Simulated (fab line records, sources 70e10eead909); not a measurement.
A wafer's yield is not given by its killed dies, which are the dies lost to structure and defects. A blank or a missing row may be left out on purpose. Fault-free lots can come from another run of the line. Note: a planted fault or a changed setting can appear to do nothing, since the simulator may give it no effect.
Struck lot and sound lot, side by side -- flow nand harc -- 13 steps out of a route of 1302
Sound: wafers L453.3, L453.4, L453.6. Wafers L459.1, L459.3, L459.4 were the ones struck. The cause is given at the end.
At each step with rows: each side's tool, then ch and its chambers, then its first start. Under that, the readings that differ: sound wafers -- struck wafers -- difference of the means -- sigmas: that difference in standard deviations of wafers without a fault.
alike: readings with means less than 2 such deviations apart, plus words and numbers identical on both sides. not compared: withheld readings, readings lacking a value on some wafer, bounds such as >300 that could conceal the same value, and numbers that have no deviation in the record and whose values overlap.
The two part at a step that has a row with sigmas, a row that says differs or no value, or rows on one side only. Non-overlapping numbers with no deviation appear without sigmas and do not part them. A reading missing from all wafers of one side parts the sides only when that side holds two or more wafers.

NHARC_P_CONTACT_CMP_24: polishes, t overpolish 30 s, target thk 200 nm.
  sound on cmp-02 ch 0,1, day 7 08:20; struck on cmp-02 ch 0,2,3, day 10 11:58
  alike: motor current A, overpolish run s, time to endpoint s
then, 1 step without rows for these wafers: NHARC_P_CONTACT_SRD_26.
NHARC_P_CONTACT_INSPECT_27:
  sound on defect inspect-02, day 7 08:44; struck on defect inspect-01, day 10 12:22
  alike: raw defect count
then, 8 steps without rows for these wafers: NHARC_P_M0_DEP_00 (deposits SiOC, target thk 150 nm); NHARC_P_M0_DEHYDRATE_01 (time 120 s); NHARC_P_M0_HMDS_02 (time 30 s); NHARC_P_M0_COAT_33 (time 65 s); NHARC_P_M0_COAT_03 (resist thk 90 nm); NHARC_P_M0_SOFTBAKE_04 (time 55 s); NHARC_P_M0_EBR_05; NHARC_P_M0_EXPOSE_06 (exposes mask P M0, target cd 90 nm).
NHARC_P_M0_PEB_07: peb time 65 s.
  sound on litho track-01 ch 0, day 7 09:34; struck on litho track-06 ch 0, day 10 13:11
reading,sound,struck,difference,sigmas
heater power total W (W),156.6 156.6 156.8,150.0 148.9 149.3,-7.3,-17
plate temp C (C),100.18 99.98 100.02,96.88 96.69 96.72,-3.30,-25
  alike: exhaust pa
then, 1 step without rows for these wafers: NHARC_P_M0_DEVELOP_08 (develop time 35 s).

WHERE THEY PART
Within this record, at NHARC_P_M0_PEB_07 only.

WHY: the cause the simulator had injected
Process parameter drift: litho track-06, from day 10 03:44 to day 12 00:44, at NHARC_P_M0_PEB_07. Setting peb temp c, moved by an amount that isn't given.
